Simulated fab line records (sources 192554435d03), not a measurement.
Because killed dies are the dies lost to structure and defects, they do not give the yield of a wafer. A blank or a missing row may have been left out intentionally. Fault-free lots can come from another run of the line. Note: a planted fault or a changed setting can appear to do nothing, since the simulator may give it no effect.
Split-lot experiment :: flow n5 finfet :: 7 lots, 21 wafers read, on a route of 1938 steps

## THE SPLIT
At N5_MOL_CONTACT_COAG_COAT_63 (time 60 s, resist thk 10 nm), the setting spin rpm was moved away from the recipe's 1500 rpm on 7 of the 21 wafers read, by -8.3% to +10.5%. The other wafers ran this setting at the recipe's value.

## FROM THE SPLIT TO THE READING: what the file shows between them, 5 steps
- N5_MOL_CONTACT_COAG_COAT_64: time 60 s, resist thk 10 nm (also split here: spin rpm)
- N5_MOL_CONTACT_COAG_COAT_34: resist thk 40 nm
- N5_MOL_CONTACT_COAG_EBR_36
- N5_MOL_CONTACT_COAG_DESCUM_45: chemistry O2, time 7 s
- N5_MOL_CONTACT_COAG_ETCH_65: etches underlayer in N2/H2, target depth 13 nm, time 10.4 s

## THE READING
etch.depth nm (the simulator's own value, which no gauge read), in nm, at N5_MOL_CONTACT_COAG_ETCH_66 (etches SiARC in CF4, target depth 13 nm, time 21.7 s). The file does not state a usual value for it. Across the 14 wafers here that went through the recipe, the average is 10.021 nm and the standard deviation 0.016 nm.

wafer: L076.3
tool, chamber at the split: litho track-04, 0
spin rpm as run, rpm: 1500
against the recipe: recipe
etch.depth nm, nm: 10.03
against lot-mates on the recipe: -

wafer: L076.5
tool, chamber at the split: litho track-04, 0
spin rpm as run, rpm: 1657
against the recipe: +10.5%
etch.depth nm, nm: 9.539
against lot-mates on the recipe: -0.471

wafer: L076.6
tool, chamber at the split: litho track-04, 0
spin rpm as run, rpm: 1500
against the recipe: recipe
etch.depth nm, nm: 9.99
against lot-mates on the recipe: -

wafer: L078.1
tool, chamber at the split: litho track-03, 0
spin rpm as run, rpm: 1500
against the recipe: recipe
etch.depth nm, nm: 10
against lot-mates on the recipe: -

wafer: L078.3
tool, chamber at the split: litho track-03, 0
spin rpm as run, rpm: 1404
against the recipe: -6.4%
etch.depth nm, nm: 10.33
against lot-mates on the recipe: +0.330

wafer: L078.6
tool, chamber at the split: litho track-03, 0
spin rpm as run, rpm: 1404
against the recipe: -6.4%
etch.depth nm, nm: 10.36
against lot-mates on the recipe: +0.360

wafer: L079.2
tool, chamber at the split: litho track-05, 0
spin rpm as run, rpm: 1500
against the recipe: recipe
etch.depth nm, nm: 10.03
against lot-mates on the recipe: -

wafer: L079.5
tool, chamber at the split: litho track-05, 0
spin rpm as run, rpm: 1500
against the recipe: recipe
etch.depth nm, nm: 10.02
against lot-mates on the recipe: -

wafer: L079.6
tool, chamber at the split: litho track-05, 0
spin rpm as run, rpm: 1500
against the recipe: recipe
etch.depth nm, nm: 10.02
against lot-mates on the recipe: -

wafer: L080.1
tool, chamber at the split: litho track-04, 0
spin rpm as run, rpm: 1500
against the recipe: recipe
etch.depth nm, nm: 10.04
against lot-mates on the recipe: -

wafer: L080.4
tool, chamber at the split: litho track-04, 0
spin rpm as run, rpm: 1500
against the recipe: recipe
etch.depth nm, nm: 10.04
against lot-mates on the recipe: -

wafer: L080.3
tool, chamber at the split: litho track-04, 0
spin rpm as run, rpm: 1591
against the recipe: +6.1%
etch.depth nm, nm: 9.746
against lot-mates on the recipe: -0.294

wafer: L083.3
tool, chamber at the split: litho track-05, 0
spin rpm as run, rpm: 1375
against the recipe: -8.3%
etch.depth nm, nm: 10.48
against lot-mates on the recipe: +0.482

wafer: L083.4
tool, chamber at the split: litho track-05, 0
spin rpm as run, rpm: 1500
against the recipe: recipe
etch.depth nm, nm: 9.998
against lot-mates on the recipe: -

wafer: L083.6
tool, chamber at the split: litho track-05, 0
spin rpm as run, rpm: 1375
against the recipe: -8.3%
etch.depth nm, nm: 10.47
against lot-mates on the recipe: +0.472

wafer: L085.3
tool, chamber at the split: litho track-04, 0
spin rpm as run, rpm: 1500
against the recipe: recipe
etch.depth nm, nm: 10.04
against lot-mates on the recipe: -

wafer: L085.5
tool, chamber at the split: litho track-04, 0
spin rpm as run, rpm: 1653
against the recipe: +10.2%
etch.depth nm, nm: 9.5
against lot-mates on the recipe: -0.520

wafer: L085.6
tool, chamber at the split: litho track-04, 0
spin rpm as run, rpm: 1500
against the recipe: recipe
etch.depth nm, nm: 10
against lot-mates on the recipe: -

wafer: L087.2
tool, chamber at the split: litho track-05, 0
spin rpm as run, rpm: 1500
against the recipe: recipe
etch.depth nm, nm: 10.03
against lot-mates on the recipe: -

wafer: L087.5
tool, chamber at the split: litho track-05, 0
spin rpm as run, rpm: 1500
against the recipe: recipe
etch.depth nm, nm: 10.03
against lot-mates on the recipe: -

wafer: L087.4
tool, chamber at the split: litho track-05, 0
spin rpm as run, rpm: 1500
against the recipe: recipe
etch.depth nm, nm: 10.02
against lot-mates on the recipe: -

FIT RESULTS
A straight line over all 21 wafers: etch.depth nm changes by -0.0503 nm for each +1% of spin rpm; r = -1.00; the points scatter about the line by 0.022 nm.
The same after taking each lot's own level away (the mean of its wafers on the recipe; 21 wafers): -0.0517 nm for each +1%; r = -1.00; scatter 0.023 nm.
On that fit, the largest move of spin rpm shifts the reading by 0.54 nm.
The span of the lots' own levels, 9.9980 to 10.0400 nm, comes to 2.6 times the standard deviation stated above.
Hence the lot-to-lot level has little effect on the slope; both slopes agree.
Check: -0.555 nm against its lot-mates is what the line predicts for one of the wafers moved furthest among these (+10.5%) when that wafer is left out of the fit. It came out at -0.471 nm against them.

## OTHER SPLITS APPLIED TO THESE WAFERS
Note: prior to the reading, these wafers also went through further splits. Each is held against what the fit with the lots' levels taken away leaves over:
other split on the same wafers: N5_SD_EPI_P_PEB_07 peb time s
wafers away from the commonest value: 7
r with etch.depth nm (lot level and that fit taken away): +0.31

other split on the same wafers: N5_HKMG_FIN_COAT_43 spin rpm
wafers away from the commonest value: 9
r with etch.depth nm (lot level and that fit taken away): +0.12

other split on the same wafers: N5_HKMG_FIN_ETCH_55 time s
wafers away from the commonest value: 8
r with etch.depth nm (lot level and that fit taken away): +0.32

other split on the same wafers: N5_MOL_CONTACT_COAG_COAT_64 spin rpm
wafers away from the commonest value: 8
r with etch.depth nm (lot level and that fit taken away): +0.27

## THE WHOLE CHAIN: every reading that the file lists as answering this split, in the file's order
step: N5_MOL_CONTACT_COAG_COAT_63
what it does: time 60 s, resist thk 10 nm
reading: SiARC_of_MOL_CONTACT_COAG_COAT_63.thk nm (the simulator's own value, which no gauge read)
change (the file's fit): -0.0426 nm for each +1% of the setting
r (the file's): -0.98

step: N5_MOL_CONTACT_COAG_ETCH_66
what it does: etches SiARC in CF4, target depth 13 nm, time 21.7 s
reading: etch.depth nm (the simulator's own value, which no gauge read)
change (the file's fit): -0.0504 nm for each +1% of the setting
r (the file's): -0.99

## THE FILE'S OWN FIT
etch.depth nm changes by -0.0504 nm for each +1% of spin rpm, r = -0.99.
